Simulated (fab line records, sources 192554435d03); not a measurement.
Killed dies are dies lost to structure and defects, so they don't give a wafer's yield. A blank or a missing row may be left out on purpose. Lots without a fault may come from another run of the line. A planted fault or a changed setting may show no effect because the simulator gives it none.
Split-lot experiment | flow n5_finfet | 7 lots, 36 wafers read, on a route of 1938 steps

THE SPLIT
At N5_BEOL_M3_ETCH_64 (etches SOC in N2/H2, target depth 75 nm, overetch 15 nm, time 112.5 s), the setting time_s was moved away from the recipe's 112.5 s on 15 of the 36 wafers read, by -25.1% to +59.9%. The other wafers ran this setting at the recipe's value.

FROM THE SPLIT TO THE READING: what the file shows between them, 7 steps
- N5_BEOL_M3_STRIP_65: strips in N2/H2
- N5_BEOL_M3_STRIP_75: strips in N2/H2
- N5_BEOL_M3_STRIP_66: strips in CF4
- N5_BEOL_M3_HM_OPEN_17: chemistry Cl2/BCl3, target TiN, target depth 20 nm, overetch 6 nm
- N5_BEOL_M3_STRIP_19: strips in O2
- N5_BEOL_M3_PRECLEAN_42: cleans in residue remover, time 60 s
- N5_BEOL_M3_SRD_43: time 30 s

THE READING
cd_nm, in nm, at N5_BEOL_M3_CD_MEAS_35 (target cd 18 nm, target cd y 21 nm). Fault-free wafers of this fab line usually give 18.0 nm, standard deviation 0.41 nm.

wafer  | tool, chamber at the split | time_s as run, s | against the recipe | cd_nm, nm | against lot-mates on the recipe
L076.1 | rie_diel-04, 0             | 170.2            | +51.3%             | 19.6      | +1.3
L076.2 | rie_diel-04, 3             | 112.5            | recipe             | 18.4      | -
L076.3 | rie_diel-04, 1             | 112.5            | recipe             | 18.3      | -
L076.4 | rie_diel-04, 2             | 170.2            | +51.3%             | 19.1      | +0.8
L076.5 | rie_diel-04, 0             | 170.2            | +51.3%             | 19.4      | +1.1
L076.6 | rie_diel-04, 3             | 112.5            | recipe             | 18.2      | -
L081.1 | rie_diel-02, 2,3,2         | 112.5            | recipe             | 18.2      | -
L081.2 | rie_diel-02, 3             | 90.72            | -19.4%             | 17.2      | -1.2
L081.3 | rie_diel-02, 1             | 90.72            | -19.4%             | 17.1      | -1.3
L081.4 | rie_diel-02, 2,3,2         | 112.5            | recipe             | 18.6      | -
L081.5 | rie_diel-02, 2,3,2         | 112.5            | recipe             | 18.4      | -
L081.6 | rie_diel-02, 1             | 90.72            | -19.4%             | 16.5      | -1.9
L082.3 | rie_diel-01, 1             | 112.5            | recipe             | 18.6      | -
L082.4 | rie_diel-01, 0             | 112.5            | recipe             | 18.3      | -
L082.5 | rie_diel-01, 0             | 112.5            | recipe             | 18.2      | -
L083.1 | rie_diel-01, 2             | 112.5            | recipe             | 17.9      | -
L083.2 | rie_diel-01, 1,3           | 112.5            | recipe             | 18.1      | -
L083.3 | rie_diel-01, 1,3           | 112.5            | recipe             | 17.9      | -
L083.4 | rie_diel-01, 0             | 84.25            | -25.1%             | 17.9      | -0.1
L083.5 | rie_diel-01, 3             | 84.25            | -25.1%             | 17.2      | -0.8
L083.6 | rie_diel-01, 0             | 84.25            | -25.1%             | 17.8      | -0.2
L084.1 | rie_diel-02, 3             | 112.5            | recipe             | 18.1      | -
L084.2 | rie_diel-02, 1             | 112.5            | recipe             | 18.3      | -
L084.3 | rie_diel-02, 2             | 161.4            | +43.5%             | 19.8      | +1.7
L084.4 | rie_diel-02, 0             | 161.4            | +43.5%             | 18.8      | +0.7
L084.5 | rie_diel-02, 0             | 112.5            | recipe             | 17.8      | -
L084.6 | rie_diel-02, 3             | 161.4            | +43.5%             | 19.6      | +1.5
L091.1 | rie_diel-02, 0             | 179.9            | +59.9%             | 19.7      | +1.7
L091.2 | rie_diel-02, 2             | 112.5            | recipe             | 18.3      | -
L091.3 | rie_diel-02, 3             | 112.5            | recipe             | 17.6      | -
L091.4 | rie_diel-02, 1             | 179.9            | +59.9%             | 19.7      | +1.7
L091.5 | rie_diel-02, 2             | 112.5            | recipe             | 18.0      | -
L091.6 | rie_diel-02, 1             | 179.9            | +59.9%             | 19.5      | +1.5
L090.1 | rie_diel-02, 1             | 112.5            | recipe             | 17.8      | -
L090.2 | rie_diel-02, 0             | 112.5            | recipe             | 17.9      | -
L090.3 | rie_diel-02, 3             | 112.5            | recipe             | 17.4      | -
Where a row lists several chambers, the file gives one row for several wafers and doesn't say which wafer went through which chamber.

THE FIT
A straight line over all 36 wafers: cd_nm changes by +0.0277 nm for each +1% of time_s; r = +0.89; the points scatter about the line by 0.37 nm.
The same after taking each lot's own level away (the mean of its wafers on the recipe; 36 wafers): +0.0282 nm for each +1%; r = +0.89; scatter 0.39 nm.
On that fit, the largest move of time_s shifts the reading by 1.7 nm.
The lots' own levels span 17.70 to 18.40 nm, that is 1.7 times the standard deviation above.
So the lot-to-lot level changes the slope little: the two slopes agree.
Check: with one of the wafers moved furthest among these (+59.9%) left out of the fit, the line predicts +1.6 nm for it against its lot-mates. It came out at +1.73 nm against them.

THE WHOLE CHAIN: every reading that the file lists as answering this split, in the file's order
step                  | what it does                                                          | reading                                                                          | change (the file's fit)                                                             | r (the file's)
N5_BEOL_M3_ETCH_64    | etches SOC in N2/H2, target depth 75 nm, overetch 15 nm, time 112.5 s | SiARC_of_BEOL_M3_COAT_62.thk_nm (the simulator's own value, which no gauge read) | -0.0485 nm for each +1% of the setting                                              | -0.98
N5_BEOL_M3_HM_OPEN_17 | chemistry Cl2/BCl3, target TiN, target depth 20 nm, overetch 6 nm     | etch.depth_nm (the simulator's own value, which no gauge read)                   | not straight: 20.08 at the lowest setting, 20.1 at the recipe, 13.42 at the highest | not given
N5_BEOL_M3_CD_MEAS_35 | target cd 18 nm, target cd y 21 nm                                    | cd_nm                                                                            | +0.0273 nm for each +1% of the setting                                              | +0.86

THE FILE'S OWN FIT
cd_nm changes by +0.0273 nm for each +1% of time_s, r = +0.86.
